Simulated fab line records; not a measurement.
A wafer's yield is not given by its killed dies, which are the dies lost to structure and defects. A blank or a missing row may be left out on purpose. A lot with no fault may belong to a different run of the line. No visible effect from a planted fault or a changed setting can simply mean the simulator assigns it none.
A lot that was struck, set against a sound lot || flow n5 finfet || 36 steps out of a route of 1938
Sound: the wafers L783.3, L783.4, L783.5. Struck: wafer L788.2; the same lot's L788.4 was not struck, so it is left out; see the end for the cause.
Per side, at each step with rows, come the tool, then ch with its chambers, and then its first start. Under that, the readings that differ: sound wafers || struck wafers || difference of the means || sigmas: that difference in standard deviations of wafers without a fault.
alike: readings with means less than 2 such deviations apart, plus words and numbers identical on both sides. not compared: withheld readings, readings lacking a value on some wafer, bounds such as >300 that could conceal the same value, and numbers that have no deviation in the record and whose values overlap.
Wherever a step has rows on one side only, a row that says differs or no value, or a row with sigmas, the two part there. Numbers that have no deviation but don't overlap get no sigmas and don't part them. A reading missing from all wafers of one side parts the sides only when that side holds two or more wafers.

first, 8 steps without rows for these wafers: N5_BEOL_M9_SPUTTER_48 (material Cu, target thk 12 nm, time 2 s); N5_BEOL_M9_ECD_50 (material Cu, target thk 318 nm); N5_BEOL_M9_ANNEAL_51 (time 90 s); N5_BEOL_M9_CMP_52 (polishes, stops on SiCOH lowk, t overpolish 7 s, target thk 140 nm); N5_BEOL_M9_PRE_CLEAN_55 (time 15 s); N5_BEOL_M9_DEP_56 (deposits SiCN from 3MS/NH3, target thk 15 nm, time 26.5 s); N5_BEOL_M10_ILD_DEP_00 (deposits SiCOH lowk from DEMS/porogen, target thk 308.51 nm, time 58 s); N5_BEOL_M10_CURE_71 (cures SiCOH lowk, time 240 s).
N5_BEOL_M10_PECVD_70: deposits SiO2 from TEOS/O2, target thk 20 nm, time 22.7 s.
  sound on pecvd-04 ch 0,2, day 11 05:52; struck on pecvd-04 ch 2, day 13 00:28
{"reading": "model.SiO2_of_BEOL_M10_PECVD_70.thk nm (nm)", "sound": "20 20.2 20.4", "struck": 21.6, "difference": "+1.4", "sigmas": ""}
  alike: chamber pressure Torr, heater power w, showerhead plenum p Torr, throttle valve pct
  not compared: since wet clean h
then, 24 steps without rows for these wafers: N5_BEOL_M10_HM_DEP_02 (deposits TiN, target thk 20 nm); N5_BEOL_M10_COAT_59 (time 60 s, resist thk 100 nm); N5_BEOL_M10_COAT_60 (time 60 s, resist thk 30 nm); N5_BEOL_M10_COAT_05 (resist thk 90 nm); N5_BEOL_M10_EBR_07; N5_BEOL_M10_SOFTBAKE_06 (time 60 s); N5_BEOL_M10_EXPOSE_08 (exposes mask M10); N5_BEOL_M10_PEB_09 (peb time 60 s); N5_BEOL_M10_DEVELOP_10 (develop time 30 s); N5_BEOL_M10_DESCUM_16 (chemistry O2, time 7.9 s); N5_BEOL_M10_ETCH_61 (etches SiARC in CF4, target depth 39 nm, time 65 s); N5_BEOL_M10_ETCH_62 (etches SOC in N2/H2, target depth 110 nm, overetch 22 nm, time 165 s); N5_BEOL_M10_STRIP_68 (strips in N2/H2); N5_BEOL_M10_STRIP_67 (strips in CF4); N5_BEOL_M10_HM_OPEN_17 (chemistry Cl2/BCl3, target TiN, target depth 20 nm, overetch 6 nm); N5_BEOL_M10_STRIP_19 (strips in O2); N5_BEOL_M10_COAT_63 (time 60 s, resist thk 100 nm); N5_BEOL_M10_COAT_64 (time 60 s, resist thk 30 nm); N5_BEOL_M10_COAT_22 (resist thk 90 nm); N5_BEOL_M10_EBR_24; N5_BEOL_M10_SOFTBAKE_23 (time 60 s); N5_BEOL_M10_EXPOSE_25 (exposes mask V9); N5_BEOL_M10_PEB_26 (peb time 60 s); N5_BEOL_M10_DEVELOP_27 (develop time 30 s).
N5_BEOL_M10_HM_STRIP_39: strips TiN in peroxide tin strip, target depth 25 nm, time 158 s.
  sound on wet bench-03 ch 1,5,7, day 11 11:16; struck on wet bench-03 ch 7, day 13 04:41
{"reading": "model.SiO2_of_BEOL_M10_PECVD_70.thk nm (nm)", "sound": "19.8 20 20.2", "struck": 21.4, "difference": "+1.4", "sigmas": ""}
  alike: bath guard temp C
N5_BEOL_M10_CMP_52: polishes, stops on SiCOH lowk, t overpolish 7 s, target thk 140 nm.
  sound on cmp-02 ch 1,3, day 11 14:53; struck on cmp-02 ch 0, day 13 08:53
{"reading": "barrier field endpoint s (s)", "sound": "29.2 29.6 28.9", "struck": 31.5, "difference": "+2.3", "sigmas": "+3"}
  alike: motor current A
-- a jump in the record: the struck wafers' starts before and after are 2 days apart (it breaks off in module BEOL_M10 and resumes in module PASSIVATION, where the first step shown is number 1936 of the route) --
N5_PASSIVATION_PROBE_49:
  record: rows for the struck wafers here (prober-01, day 15 09:08), none for the sound ones

== WHERE THEY PART ==
First at N5_BEOL_M10_CMP_52; last, within this record, at N5_PASSIVATION_PROBE_49.

WHY: what had been put in by the simulator
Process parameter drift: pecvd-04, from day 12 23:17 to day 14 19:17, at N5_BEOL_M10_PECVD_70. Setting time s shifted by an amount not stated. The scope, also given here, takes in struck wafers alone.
